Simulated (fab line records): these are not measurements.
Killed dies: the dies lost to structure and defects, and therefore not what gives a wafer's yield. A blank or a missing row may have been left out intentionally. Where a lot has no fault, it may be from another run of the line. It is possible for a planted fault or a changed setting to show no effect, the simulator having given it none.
fab line records ; flow n5Finfet
[record] lots = 7; wafers = 21
route steps=1938 shown SD_EPI_P@321 SD_ACTIVATION@330 HKMG_FIN@395 MOL_CONTACT_COAG@523
startH: hours from the record's opening day to when the first of the lot's shown wafers began ; waitH: hours elapsed since this lot's preceding step ; " same as the row above ; L1.1+2: several wafers, shown together as one row ; - no value, or no start was given ; * or withheld: withheld ; < > ~ a bound
route shown NAME@n: NAME is a module with steps in the file, n the number in the route of the first one ; usual: the fault-free wafers' mean and standard deviation ; same: alike in all rows ; chamber/n: place in a boat ; sites: readings site by site ; _std_site: their standard deviation ; _edge_site: mean of outer sites minus mean of inner sites ; radiusMm: how far each site lies from the wafer's centre ; mask NAME#n: copy n ; behind: the most recent tool/chamber to have shaped the wafer ; hold: why the lot went on hold/how many hours it stayed there/how the hold came to an end ; device: names the non-switching transistor (n, p or np) ; end of line: the tests these same wafers got at the end of their route ; for a step that has no rows: nothing shown but its recipe ; killed: dies that structure and defects cost at the first sort, which is not the same as the wafer's yield ; map: a wafer's dies, marking killed ones x, the rest . and places with no die _
set.NAME: the setting the step ran with; set.NAME@STEP: the setting that earlier step ran with ; model.NAME: the simulator's own value behind a step, which no gauge read
lots whose settings were changed on purpose; a table a step, a row a wafer
[[steps]]
[step N5_SD_EPI_P_EPI_21]
[recipe] material = SiGe:B; dopant = B; tempC = 550; pressureTorr = 20; ambient = H2; timeS = 355
lot.wafer;tool;chamber;startH;waitH;set.tempC;model.SiGe-B_of_SD_EPI_P_EPI_21.thkNm
L074.1;epiRpcvd-02;0;55.00;0.1;550;60.8
L074.4;epiRpcvd-02;0;56.08;1.1;550;60.6
L074.6;epiRpcvd-02;0;56.08;1.1;550;61
L077.1;epiRpcvd-01;0;73.77;0.2;548;57.4
L077.3;epiRpcvd-01;0;73.77;0.2;550;60.6
L077.5;epiRpcvd-01;0;73.77;0.2;548;58
L079.1;epiRpcvd-02;0;86.51;0.2;547.6;58.2
L079.3;epiRpcvd-02;0;86.51;0.2;550;60.2
L079.4;epiRpcvd-02;0;86.51;0.2;550;61
L081.1;epiRpcvd-01;0;98.92;0.1;550;60
L081.3;epiRpcvd-01;0;98.92;0.1;547.7;56.8
L081.6;epiRpcvd-01;0;100.72;1.8;550;60.2
L087.1;epiRpcvd-02;0;135.23;0.2;550;60.6
L087.2;epiRpcvd-02;0;135.23;0.2;551.7;63.8
L087.3;epiRpcvd-02;0;135.23;0.2;551.7;63.6
L088.2;epiRpcvd-02;0;143.68;0.6;550;62
L088.3;epiRpcvd-02;0;143.68;0.6;550;61.4
L088.6;epiRpcvd-02;0;145.60;2.4;550;62.6
L092.1;epiRpcvd-01;0;166.98;0.2;548.2;58.2
L092.5;epiRpcvd-01;0;168.90;2.0;548.2;58.4
L092.6;epiRpcvd-01;0;168.90;2.0;548.2;59
[step N5_SD_EPI_P_EPI_MEAS_23]
[recipe] mode = xrd
[usual] thkNm = 60.9/1.2
lot.wafer;tool;chamber;startH;waitH;set.tempC@SD_EPI_P_EPI_21;thkNm
L074.1;filmMetro-01;-;57.19;1.8;550;61.0
L074.4;filmMetro-01;-;57.19;1.8;550;59.6
L074.6;filmMetro-01;-;57.19;1.8;550;61.5
L077.1;filmMetro-01;-;76.69;2.4;548;57.1
L077.3;filmMetro-01;-;76.69;2.4;550;61.5
L077.5;filmMetro-01;-;76.69;2.4;548;59.2
L079.1;filmMetro-01;-;89.43;2.4;547.6;58.1
L079.3;filmMetro-01;-;89.43;2.4;550;60.5
L079.4;filmMetro-01;-;89.43;2.4;550;61.5
L081.1;filmMetro-02;-;101.11;1.8;550;61.1
L081.3;filmMetro-02;-;101.11;1.8;547.7;57.3
L081.6;filmMetro-02;-;101.11;1.8;550;60.9
L087.1;filmMetro-01;-;138.15;2.4;550;60.1
L087.2;filmMetro-01;-;138.15;2.4;551.7;62.6
L087.3;filmMetro-01;-;138.15;2.4;551.7;64.4
L088.2;filmMetro-02;-;146.12;2.0;550;62.7
L088.3;filmMetro-02;-;146.12;2.0;550;62.8
L088.6;filmMetro-02;-;146.12;2.0;550;63.8
L092.1;filmMetro-01;-;169.89;2.4;548.2;59.1
L092.5;filmMetro-01;-;169.89;2.4;548.2;59.4
L092.6;filmMetro-01;-;169.89;2.4;548.2;57.7
[step N5_SD_EPI_P_HM_STRIP_48]
[recipe] chemistry = H3PO4; tempC = 160; material = SiNx; target = SiNx; targetDepthA = 30; overetchFraction = 0.3
lot.wafer;tool;chamber;startH;waitH;set.tempC@SD_EPI_P_EPI_21;model.SiGe-B_of_SD_EPI_P_EPI_21.thkNm
L074.1;wetBench-02;6;57.23;0.0;550;60.6
L074.4;wetBench-02;0;57.23;0.0;550;60.2
L074.6;wetBench-02;4;57.23;0.0;550;60.8
L077.1;wetBench-02;6;76.72;0.0;548;57.2
L077.3;wetBench-02;5;76.72;0.0;550;60.2
L077.5;wetBench-02;4;76.72;0.0;548;57.8
L079.1;wetBench-01;0;89.46;0.0;547.6;57.8
L079.3;wetBench-01;5;89.46;0.0;550;59.8
L079.4;wetBench-01;3;89.46;0.0;550;60.6
L081.1;wetBench-02;1;101.15;0.0;550;59.6
L081.3;wetBench-02;5;101.15;0.0;547.7;56.6
L081.6;wetBench-02;6;101.15;0.0;550;60
L087.1;wetBench-02;7;138.19;0.0;550;60.4
L087.2+3;wetBench-02;2,4;138.19;0.0;551.7;63.4
L088.2;wetBench-01;7;146.18;0.1;550;61.8
L088.3;wetBench-01;6;146.18;0.1;550;61
L088.6;wetBench-01;4;146.18;0.1;550;62.2
L092.1;wetBench-02;0;169.93;0.0;548.2;57.8
L092.5;wetBench-02;1;169.93;0.0;548.2;58
L092.6;wetBench-02;2;169.93;0.0;548.2;58.8
[step N5_SD_EPI_P_SRD_49]
[recipe] dry = ipaMarangoni; timeS = 30; tempC = 23; rinseLiquid = diw
[step N5_SD_EPI_P_PRECLEAN_24]
[recipe] chemistry = O3/DIW; timeS = 45; tempC = 22; o3Ppm = 10
lot.wafer;tool;chamber;startH;waitH;set.tempC@SD_EPI_N_EPI_21;model.Si-P_of_SD_EPI_N_EPI_21.thkNm
L074.1;wetBench-02;6;57.30;0.0;680;57.8
L074.4+6;wetBench-02;0,4;57.30;0.0;680;58.4
L077.1;wetBench-02;6;76.79;0.0;683.5;62.8
L077.3;wetBench-02;5;76.79;0.0;683.5;62
L077.5;wetBench-02;4;76.79;0.0;680;57.8
L079.1;wetBench-01;0;89.53;0.0;682;61.6
L079.3;wetBench-01;5;89.53;0.0;682;61
L079.4;wetBench-01;3;89.53;0.0;680;59.2
L081.1+3+6;wetBench-02;1,5,6;101.22;0.0;683.3;61.2
L087.1+2;wetBench-02;7,2;138.26;0.0;680;58
L087.3;wetBench-02;4;138.26;0.0;680;57.6
L088.2;wetBench-01;7;146.25;0.0;680;58.6
L088.3;wetBench-01;6;146.25;0.0;680;58.2
L088.6;wetBench-01;4;146.25;0.0;680;58
L092.1;wetBench-02;0;170.01;0.0;680;59.6
L092.5;wetBench-02;1;170.01;0.0;680;58.8
L092.6;wetBench-02;2;170.01;0.0;680;59.4
[step N5_SD_EPI_P_PRECLEAN_32]
[recipe] chemistry = dHF; timeS = 10; dilution = 500:1; tempC = 25
[step N5_SD_EPI_P_PRECLEAN_33]
[recipe] chemistry = SC2; timeS = 45; tempC = 35; mix = 1:1:50
[step N5_SD_ACTIVATION_RTA_00]
[recipe] tempC = 975; timeS = 0; ambient = N2; idleTempC = 600; rampUpCPerS = 150; rampDownCPerS = 60; coolToC = 600
[step N5_SD_ACTIVATION_LSA_01]
[recipe] tempC = 1080; timeS = 0.0008; ambient = N2
[step N5_SD_ACTIVATION_RS_MEAS_03]
[recipe] thkMeasGauge = four-point-probe
[usual] RS_SD_N = 21.92/0.26; RS_SD_P = 55.9/0.75
lot.wafer;tool;chamber;startH;waitH;set.tempC@SD_EPI_N_EPI_21;set.tempC@SD_EPI_P_EPI_21;RS_SD_N[ohm/sq];RS_SD_P[ohm/sq]
L074.1;filmMetro-01;-;57.99;0.2;680;550;22.03;56.0
L074.4;filmMetro-01;-;57.99;0.2;680;550;21.95;56.1
L074.6;filmMetro-01;-;57.99;0.2;680;550;21.60;56.0
L077.1;filmMetro-01;-;78.87;0.2;683.5;548;20.62;60.5
L077.3;filmMetro-01;-;78.87;0.2;683.5;550;20.72;56.9
L077.5;filmMetro-01;-;78.87;0.2;680;548;22.05;59.1
L079.1;filmMetro-01;-;90.03;0.2;682;547.6;20.64;58.3
L079.3;filmMetro-01;-;90.03;0.2;682;550;20.73;56.2
L079.4;filmMetro-01;-;90.03;0.2;680;550;21.30;55.8
L081.1;filmMetro-01;-;101.72;0.2;683.3;550;20.83;56.6
L081.3;filmMetro-01;-;101.72;0.2;683.3;547.7;20.83;60.0
L081.6;filmMetro-01;-;101.72;0.2;683.3;550;20.74;55.9
L087.1;filmMetro-01;-;138.86;0.2;680;550;22.10;56.1
L087.2;filmMetro-01;-;138.86;0.2;680;551.7;22.12;52.7
L087.3;filmMetro-01;-;138.86;0.2;680;551.7;22.10;53.1
L088.2;filmMetro-01;-;146.93;0.2;680;550;21.64;56.1
L088.3;filmMetro-01;-;146.93;0.2;680;550;21.78;56.2
L088.6;filmMetro-01;-;146.93;0.2;680;550;21.88;55.1
L092.1;filmMetro-01;-;170.95;0.2;680;548.2;21.39;59.3
L092.5;filmMetro-01;-;170.95;0.2;680;548.2;21.82;59.3
L092.6;filmMetro-01;-;170.95;0.2;680;548.2;21.56;58.0
[step N5_HKMG_FIN_EXPOSE_46]
[recipe] maskId = NDIPOLE; na = 1.35; sourceShape = conventional; sigmaOuter = 0.8; polarization = unpolarized; doseMj = 40
lot.wafer;tool;chamber;startH;waitH;mask;set.doseMj
L074.1;arfiScanner-03;0;71.01;-;NDIPOLE#0;40
L074.4+6;arfiScanner-03;0;71.01;-;NDIPOLE#0;42.11
L077.1;arfiScanner-03;0;92.07;-;NDIPOLE#0;42.64
L077.3+5;arfiScanner-03;0;92.07;-;NDIPOLE#0;40
L079.1+4;arfiScanner-02;0;102.53;-;NDIPOLE#0;38.78
L079.3;arfiScanner-02;0;102.53;-;NDIPOLE#0;40
L081.1;arfiScanner-03;0;114.87;-;NDIPOLE#0;40
L081.3+6;arfiScanner-03;0;114.87;-;NDIPOLE#0;40.96
L087.1+2+3;arfiScanner-03;0;152.12;-;NDIPOLE#0;40
L088.2+3+6;arfiScanner-02;0;159.93;-;NDIPOLE#0;40
L092.1+6;arfiScanner-03;0;185.12;-;NDIPOLE#0;38.72
L092.5;arfiScanner-03;0;185.12;-;NDIPOLE#0;40
[step N5_HKMG_FIN_PEB_47]
[recipe] pebTempC = withheld; pebTimeS = 60; resist = CAR-ArF
[step N5_HKMG_FIN_DEVELOP_48]
[recipe] developTimeS = 30; developer = TMAH; resist = CAR-ArF; rinseLiquid = diw; dry = airSpin; devTempC = 23
[step N5_HKMG_FIN_CD_MEAS_49]
[recipe] targetCdNm = 202; landingEnergyEv = 500; detector = seInlens; polarity = opening
[usual] cdNm = 202.1/0.62
lot.wafer;tool;chamber;startH;waitH;set.doseMj@HKMG_FIN_EXPOSE_46;cdNm
L074.1;cdSem-01;0;71.13;-;40;202.5
L074.4;cdSem-01;0;71.13;-;42.11;205.2
L074.6;cdSem-01;0;71.13;-;42.11;205.7
L077.1;cdSem-01;0;92.19;-;42.64;205.9
L077.3;cdSem-01;0;92.19;-;40;201.6
L077.5;cdSem-01;0;92.19;-;40;202.7
L079.1;cdSem-02;0;102.65;-;38.78;199.7
L079.3;cdSem-02;0;102.65;-;40;202.1
L079.4;cdSem-02;0;102.65;-;38.78;200.4
L081.1;cdSem-01;0;115.00;-;40;202.1
L081.3;cdSem-01;0;115.00;-;40.96;203.2
L081.6;cdSem-01;0;115.00;-;40.96;203.1
L087.1;cdSem-01;0;152.24;-;40;201.1
L087.2;cdSem-01;0;152.24;-;40;200.5
L087.3;cdSem-01;0;152.24;-;40;201.3
L088.2;cdSem-02;0;160.05;-;40;202.3
L088.3;cdSem-02;0;160.05;-;40;202.9
L088.6;cdSem-02;0;160.05;-;40;201.7
L092.1;cdSem-02;0;185.24;-;38.72;200.2
L092.5;cdSem-02;0;185.24;-;40;202.5
L092.6;cdSem-02;0;185.24;-;38.72;200.1
[step N5_HKMG_FIN_ETCH_55]
[recipe] chemistry = N2/H2; target = SOC; targetDepthA = 2400; tempC = 40; timeS = 300; ionEnergyEv = 200; maskMaterial = SiARC; pressureMtorr = 30; sourceW = 840; biasW = 150; n2FlowSccm = 200; h2FlowSccm = 200
[usual] rfVppV = 523.7/2.7
lot.wafer;tool;chamber;startH;waitH;set.biasW;rfVppV;model.SiARC_of_HKMG_FIN_COAT_42.thkNm
L074.1;rieDiel-02;3;71.31;0.0;159.3;547.0;20.4
L074.4;rieDiel-02;0;71.31;0.0;159.3;544.9;19.4
L074.6;rieDiel-02;2;71.31;0.0;150;521.8;21.4
L077.1;rieDiel-04;2;92.62;0.0;150;522.1;21.2
L077.3;rieDiel-04;1;92.62;0.0;150;527.0;21
L077.5;rieDiel-04;2;92.62;0.0;150;522.4;21.2
L079.1;rieDiel-03;2;102.83;0.0;140.4;500.3;21.8
L079.3;rieDiel-03;3;102.83;0.0;140.4;504.4;21.8
L079.4;rieDiel-03;0;102.83;0.0;150;523.6;21.4
L081.1;rieDiel-03;3;115.76;0.0;171.2;572.0;18.2
L081.3;rieDiel-03;2;115.76;0.0;171.2;568.1;18.4
L081.6;rieDiel-03;3;115.76;0.0;150;525.9;20.8
L087.1;rieDiel-02;2;152.43;0.0;150;521.6;21.6
L087.2;rieDiel-02;3;152.43;0.0;124.2;468.2;24.2
L087.3;rieDiel-02;0;152.43;0.0;150;524.7;20.2
L088.2;rieDiel-04;1;160.23;0.0;150;526.6;21
L088.3;rieDiel-04;0;160.23;0.0;150;528.7;20.8
L088.6;rieDiel-04;1;160.23;0.0;150;527.9;21.2
L092.1;rieDiel-04;0;185.42;0.0;131.7;487.2;23
L092.5;rieDiel-04;3;185.42;0.0;131.7;481.2;23.6
L092.6;rieDiel-04;2;185.42;0.0;150;521.8;21.2
[step N5_HKMG_FIN_DESCUM_17]
[recipe] chemistry = O2; timeS = 7.9; sourcePowerW = 50; biasPowerW = 20; pressureMtorr = 20; rfFrequencyHz = 2.712e+07; tempC = 40; resist = CAR-ArF; o2FlowSccm = 225
lot.wafer;tool;chamber;startH;waitH;set.timeS;model.CAR-ArF_of_HKMG_FIN_COAT_06.thkNm
L074.1+6;rieDiel-04;0,1;75.05;0.2;9.544;82.8
L074.4;rieDiel-04;3;75.05;0.2;7.9;84
L077.1;rieDiel-04;3;96.05;0.1;6.915;83.8
L077.3;rieDiel-04;1;96.05;0.1;6.915;84
L077.5;rieDiel-04;2;96.05;0.1;7.9;83
L079.1;rieDiel-04;2;106.48;0.5;7.9;83.8
L079.3;rieDiel-04;0;106.48;0.5;7.9;83.4
L079.4;rieDiel-04;3;106.48;0.5;6.211;84.4
L081.1;rieDiel-04;0;119.10;0.1;7.9;83.4
L081.3;rieDiel-04;3;119.10;0.1;6.349;84.6
L081.6;rieDiel-04;2;119.10;0.1;7.9;83.6
L087.1+3;rieDiel-03;2,3;155.99;0.1;7.9;83.4
L087.2;rieDiel-03;1;155.99;0.1;7.9;83.2
L088.2+3;rieDiel-04;3,2;163.42;0.0;7.9;83.6
L088.6;rieDiel-04;2;163.42;0.0;7.9;83
L092.1+6;rieDiel-03;0,1;189.09;0.3;7.9;83.4
L092.5;rieDiel-03;0;189.09;0.3;8.945;83
[step N5_HKMG_FIN_ETCH_31]
[recipe] chemistry = CF4; target = SiARC; targetDepthA = 455; maskMaterial = CAR-ArF; timeS = 75.8; ionEnergyEv = 80; pressureMtorr = 40; sourceW = 545; biasW = 36; Ar_flow_sccm = 100; cf4FlowSccm = 100; ends = cleared
lot.wafer;tool;chamber;startH;waitH;set.timeS@HKMG_FIN_DESCUM_17;model.CAR-ArF_of_HKMG_FIN_COAT_06.thkNm
L074.1;rieDiel-04;0;75.08;0.0;9.544;50.2
L074.4;rieDiel-04;3;75.08;0.0;7.9;51.6
L074.6;rieDiel-04;1;75.08;0.0;9.544;50.4
L077.1;rieDiel-04;3;96.08;0.0;6.915;51.2
L077.3;rieDiel-04;1;96.08;0.0;6.915;51.6
L077.5;rieDiel-04;2;96.08;0.0;7.9;50.6
L079.1;rieDiel-04;2;106.51;0.0;7.9;51
L079.3;rieDiel-04;0;106.51;0.0;7.9;50.8
L079.4;rieDiel-04;3;106.51;0.0;6.211;52
L081.1;rieDiel-04;0;119.14;0.0;7.9;50.8
L081.3;rieDiel-04;3;119.14;0.0;6.349;51.8
L081.6;rieDiel-04;2;119.14;0.0;7.9;51
L087.1+2+3;rieDiel-03;2,1,3;156.03;0.0;7.9;50.8
L088.2+3;rieDiel-04;3,2;163.45;0.0;7.9;51
L088.6;rieDiel-04;2;163.45;0.0;7.9;50.4
L092.1+6;rieDiel-03;0,1;189.13;0.0;7.9;51
L092.5;rieDiel-03;0;189.13;0.0;8.945;50.4
[step N5_HKMG_FIN_ETCH_32]
[recipe] chemistry = N2/H2; target = SOC; targetDepthA = 2400; tempC = 40; timeS = 300; ionEnergyEv = 200; maskMaterial = SiARC; pressureMtorr = 30; sourceW = 840; biasW = 150; n2FlowSccm = 200; h2FlowSccm = 200
[usual] rfVppV = 523.9/2.3
lot.wafer;tool;chamber;startH;waitH;set.biasW;rfVppV;model.SiARC_of_HKMG_FIN_COAT_30.thkNm
L074.1;rieDiel-04;0;75.14;0.0;150;521.7;21.2
L074.4;rieDiel-04;3;75.14;0.0;163.2;551.4;19.6
L074.6;rieDiel-04;1;75.14;0.0;163.2;555.5;19.6
L077.1;rieDiel-04;3;96.14;0.0;123.7;461.1;24.6
L077.3;rieDiel-04;1;96.14;0.0;150;526.8;21
L077.5;rieDiel-04;2;96.14;0.0;150;524.4;21.4
L079.1;rieDiel-04;2;106.57;0.0;159.3;543.3;20.4
L079.3;rieDiel-04;0;106.57;0.0;159.3;549.2;19.8
L079.4;rieDiel-04;3;106.57;0.0;159.3;543.5;20.4
L081.1;rieDiel-04;0;119.19;0.0;150;528.6;20.6
L081.3;rieDiel-04;3;119.19;0.0;150;521.7;21.6
L081.6;rieDiel-04;2;119.19;0.0;150;522.0;21.4
L087.1;rieDiel-03;2;156.08;0.0;150;522.9;20.8
L087.2;rieDiel-03;1;156.08;0.0;150;525.2;20.8
L087.3;rieDiel-03;3;156.08;0.0;132.3;485.1;23
L088.2;rieDiel-04;3;163.51;0.0;150;522.6;21.8
L088.3;rieDiel-04;2;163.51;0.0;150;522.8;21.4
L088.6;rieDiel-04;2;163.51;0.0;150;522.5;21.4
L092.1;rieDiel-03;0;189.18;0.0;150;522.7;20.2
L092.5;rieDiel-03;0;189.18;0.0;150;522.1;20.4
L092.6;rieDiel-03;1;189.18;0.0;150;525.5;21
[step N5_MOL_CONTACT_COAG_EXPOSE_05]
[recipe] maskId = CA; na = 0.33; sourceShape = annular; sigmaInner = 0.4; sigmaOuter = 0.8; polarization = unpolarized; defocusNm = 0; doseMj = 38.25
lot.wafer;tool;chamber;startH;waitH;mask;set.doseMj
L074.1+4;euvScanner-01;0;87.06;-;CA#0;38.25
L074.6;euvScanner-01;0;87.06;-;CA#0;36.14
L077.1+3+5;euvScanner-02;0;108.29;-;CA#0;38.25
L079.1+3;euvScanner-02;0;118.43;-;CA#0;38.25
L079.4;euvScanner-02;0;118.43;-;CA#0;39.12
L081.1;euvScanner-01;0;132.49;-;CA#0;35.99
L081.3+6;euvScanner-01;0;132.49;-;CA#0;38.25
L087.1+2;euvScanner-02;0;168.19;-;CA#0;38.25
L087.3;euvScanner-02;0;168.19;-;CA#0;39.66
L088.2+3+6;euvScanner-02;0;175.90;-;CA#0;38.25
L092.1+5+6;euvScanner-01;0;200.97;-;CA#0;38.25
[step N5_MOL_CONTACT_COAG_PEB_06]
[recipe] pebTempC = 100; pebTimeS = 60; resist = CAR-EUV
[step N5_MOL_CONTACT_COAG_DEVELOP_07]
[recipe] developTimeS = 30; developer = TMAH; resist = CAR-EUV; rinseLiquid = surfactantRinse; dry = airSpin; devTempC = 23
[step N5_MOL_CONTACT_COAG_CD_MEAS_08]
[recipe] targetCdNm = 28; landingEnergyEv = 500; detector = seInlens; polarity = opening
[usual] cdNm = 27.98/0.24
lot.wafer;tool;chamber;startH;waitH;set.doseMj@MOL_CONTACT_COAG_EXPOSE_05;cdNm
L074.1;cdSem-01;0;87.19;-;38.25;27.78
L074.4;cdSem-01;0;87.19;-;38.25;28.04
L074.6;cdSem-01;0;87.19;-;36.14;26.46
L077.1;cdSem-01;0;108.42;-;38.25;28.18
L077.3;cdSem-01;0;108.42;-;38.25;27.81
L077.5;cdSem-01;0;108.42;-;38.25;28.56
L079.1;cdSem-03;0;118.56;-;38.25;27.72
L079.3;cdSem-03;0;118.56;-;38.25;28.26
L079.4;cdSem-03;0;118.56;-;39.12;28.66
L081.1;cdSem-02;0;132.62;-;35.99;26.39
L081.3;cdSem-02;0;132.62;-;38.25;27.91
L081.6;cdSem-02;0;132.62;-;38.25;27.80
L087.1;cdSem-03;0;168.32;-;38.25;27.69
L087.2;cdSem-03;0;168.32;-;38.25;27.85
L087.3;cdSem-03;0;168.32;-;39.66;28.75
L088.2;cdSem-01;0;176.02;-;38.25;27.47
L088.3;cdSem-01;0;176.02;-;38.25;27.22
L088.6;cdSem-01;0;176.02;-;38.25;28.03
L092.1;cdSem-01;0;201.10;-;38.25;28.04
L092.5;cdSem-01;0;201.10;-;38.25;28.18
L092.6;cdSem-01;0;201.10;-;38.25;28.13
[step N5_MOL_CONTACT_COAG_DESCUM_13]
[recipe] chemistry = O2; timeS = 7; sourcePowerW = 50; biasPowerW = 20; pressureMtorr = 20; rfFrequencyHz = 2.712e+07; tempC = 40; resist = CAR-EUV; o2FlowSccm = 225
[step N5_MOL_CONTACT_COAG_ETCH_59]
[recipe] chemistry = N2/H2; target = underlayer; targetDepthA = 130; maskMaterial = CAR-EUV; timeS = 10.4; ionEnergyEv = 200; pressureMtorr = 30; sourceW = 840; biasW = 150; n2FlowSccm = 200; h2FlowSccm = 200; ends = cleared
lot.wafer;tool;chamber;startH;waitH;set.doseMj@MOL_CONTACT_COAG_EXPOSE_05;model.MOL_CONTACT_COAG.cdOffsetNm
L074.1;rieDiel-04;3;87.35;0.0;38.25;0
L074.4;rieDiel-04;1;87.35;0.0;38.25;-0.2
L074.6;rieDiel-04;2;87.35;0.0;36.14;-1.6
L077.1;rieDiel-04;2;108.58;0.0;38.25;0.2
L077.3+5;rieDiel-04;3,0;108.58;0.0;38.25;0
L079.1;rieDiel-02;1;118.71;0.0;38.25;-0.2
L079.3;rieDiel-02;2;118.71;0.0;38.25;0
L079.4;rieDiel-02;1;118.71;0.0;39.12;0.4
L081.1;rieDiel-03;0;132.84;0.0;35.99;-1.8
L081.3;rieDiel-03;3;132.84;0.0;38.25;-0.2
L081.6;rieDiel-03;2;132.84;0.0;38.25;-0.4
L087.1;rieDiel-04;3;168.58;0.0;38.25;0
L087.2;rieDiel-04;1;168.58;0.0;38.25;0.2
L087.3;rieDiel-04;0;168.58;0.0;39.66;0.6
L088.2+3;rieDiel-02;3,1;176.74;0.0;38.25;-0.6
L088.6;rieDiel-02;2;176.74;0.0;38.25;0
L092.1+5;rieDiel-02;2,1;201.25;0.0;38.25;0
L092.6;rieDiel-02;0;201.25;0.0;38.25;0.2
[step N5_MOL_CONTACT_COAG_ETCH_105]
[recipe] chemistry = CF4; target = SiARC; targetDepthA = 156; maskMaterial = CAR-EUV; timeS = 26; ionEnergyEv = 80; pressureMtorr = 40; sourceW = 545; biasW = 36; Ar_flow_sccm = 100; cf4FlowSccm = 100; ends = cleared
lot.wafer;tool;chamber;startH;waitH;set.doseMj@MOL_CONTACT_COAG_EXPOSE_05;model.MOL_CONTACT_COAG.cdOffsetNm
L074.1+4;rieDiel-04;3,1;87.37;0.0;38.25;-0.2
L074.6;rieDiel-04;2;87.37;0.0;36.14;-1.6
L077.1+5;rieDiel-04;2,0;108.60;0.0;38.25;0.2
L077.3;rieDiel-04;3;108.60;0.0;38.25;0
L079.1;rieDiel-02;1;118.73;0.0;38.25;-0.4
L079.3;rieDiel-02;2;118.73;0.0;38.25;0
L079.4;rieDiel-02;1;118.73;0.0;39.12;0.4
L081.1;rieDiel-03;0;132.86;0.0;35.99;-1.8
L081.3+6;rieDiel-03;3,2;132.86;0.0;38.25;-0.2
L087.1;rieDiel-04;3;168.60;0.0;38.25;-0.2
L087.2;rieDiel-04;1;168.60;0.0;38.25;0
L087.3;rieDiel-04;0;168.60;0.0;39.66;0.8
L088.2;rieDiel-02;3;176.76;0.0;38.25;-0.4
L088.3;rieDiel-02;1;176.76;0.0;38.25;-0.6
L088.6;rieDiel-02;2;176.76;0.0;38.25;-0.2
L092.1+6;rieDiel-02;2,0;201.27;0.0;38.25;0.2
L092.5;rieDiel-02;1;201.27;0.0;38.25;0
[step N5_MOL_CONTACT_COAG_ETCH_106]
[recipe] chemistry = N2/H2; target = SOC; targetDepthA = 800; overetchA = 160; maskMaterial = SiARC; tempC = 40; timeS = 120; ionEnergyEv = 200; pressureMtorr = 30; sourceW = 840; biasW = 150; n2FlowSccm = 200; h2FlowSccm = 200
lot.wafer;tool;chamber;startH;waitH;set.doseMj@MOL_CONTACT_COAG_EXPOSE_05;model.MOL_CONTACT_COAG.cdOffsetNm
L074.1+4;rieDiel-04;3,1;87.40;0.0;38.25;0
L074.6;rieDiel-04;2;87.40;0.0;36.14;-1.6
L077.1+3;rieDiel-04;2,3;108.63;0.0;38.25;0.2
L077.5;rieDiel-04;0;108.63;0.0;38.25;0.4
L079.1;rieDiel-02;1;118.76;0.0;38.25;-0.2
L079.3;rieDiel-02;2;118.76;0.0;38.25;0.2
L079.4;rieDiel-02;1;118.76;0.0;39.12;0.4
L081.1;rieDiel-03;0;132.89;0.0;35.99;-1.8
L081.3;rieDiel-03;3;132.89;0.0;38.25;0.2
L081.6;rieDiel-03;2;132.89;0.0;38.25;0
L087.1;rieDiel-04;3;168.63;0.0;38.25;0.2
L087.2;rieDiel-04;1;168.63;0.0;38.25;0
L087.3;rieDiel-04;0;168.63;0.0;39.66;1.2
L088.2;rieDiel-02;3;176.79;0.0;38.25;-0.2
L088.3;rieDiel-02;1;176.79;0.0;38.25;-0.4
L088.6;rieDiel-02;2;176.79;0.0;38.25;0
L092.1;rieDiel-02;2;201.30;0.0;38.25;0.4
L092.5;rieDiel-02;1;201.30;0.0;38.25;0.2
L092.6;rieDiel-02;0;201.30;0.0;38.25;0.6
[[key]]
[split] step = N5_SD_EPI_P_EPI_21; setting = tempC; stated = 550; by = wafer
[response] step = N5_SD_EPI_P_EPI_21; reading = model.SiGe-B_of_SD_EPI_P_EPI_21.thkNm; change = +7.49; per = 1%; r = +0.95
[response] step = N5_SD_EPI_P_EPI_MEAS_23; reading = thkNm; change = *; per = 1%; r = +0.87
[response] step = N5_SD_EPI_P_HM_STRIP_48; reading = model.SiGe-B_of_SD_EPI_P_EPI_21.thkNm; change = +7.24; per = 1%; r = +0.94
[response] step = N5_SD_ACTIVATION_RS_MEAS_03; reading = RS_SD_P; change = -7.83; per = 1%; r = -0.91
[split] step = N5_HKMG_FIN_EXPOSE_46; setting = doseMj; stated = 40; by = wafer
[response] step = N5_HKMG_FIN_CD_MEAS_49; reading = cdNm; change = +0.584; per = 1%; r = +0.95
[split] step = N5_HKMG_FIN_ETCH_55; setting = biasW; stated = 150; by = wafer
[response] step = N5_HKMG_FIN_ETCH_55; reading = rfVppV; change = +3.2; per = 1%; r = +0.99
[response] step = N5_HKMG_FIN_ETCH_55; reading = model.SiARC_of_HKMG_FIN_COAT_42.thkNm; change = -0.179; per = 1%; r = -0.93
[split] step = N5_HKMG_FIN_DESCUM_17; setting = timeS; stated = 7.9; by = wafer
[response] step = N5_HKMG_FIN_DESCUM_17; reading = model.CAR-ArF_of_HKMG_FIN_COAT_06.thkNm; change = -0.0499; per = 1%; r = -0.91
[response] step = N5_HKMG_FIN_ETCH_31; reading = model.CAR-ArF_of_HKMG_FIN_COAT_06.thkNm; change = -0.0536; per = 1%; r = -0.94
[split] step = N5_HKMG_FIN_ETCH_32; setting = biasW; stated = 150; by = wafer
[response] step = N5_HKMG_FIN_ETCH_32; reading = rfVppV; change = +3.57; per = 1%; r = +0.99
[response] step = N5_HKMG_FIN_ETCH_32; reading = model.SiARC_of_HKMG_FIN_COAT_30.thkNm; change = -0.19; per = 1%; r = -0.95
[split] step = N5_MOL_CONTACT_COAG_EXPOSE_05; setting = doseMj; stated = 38.25; by = wafer
[response] step = N5_MOL_CONTACT_COAG_CD_MEAS_08; reading = cdNm; change = +0.258; per = 1%; r = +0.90
[response] step = N5_MOL_CONTACT_COAG_ETCH_59; reading = model.MOL_CONTACT_COAG.cdOffsetNm; change = +0.239; per = 1%; r = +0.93
[response] step = N5_MOL_CONTACT_COAG_ETCH_105; reading = model.MOL_CONTACT_COAG.cdOffsetNm; change = +0.26; per = 1%; r = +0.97
[response] step = N5_MOL_CONTACT_COAG_ETCH_106; reading = model.MOL_CONTACT_COAG.cdOffsetNm; change = +0.297; per = 1%; r = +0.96
split outsideThisFile step=N5_SD_EPI_N_EPI_21 setting=tempC
// split outsideThisFile: this setting was split too, and the file shows its column; the key of that split is in another file
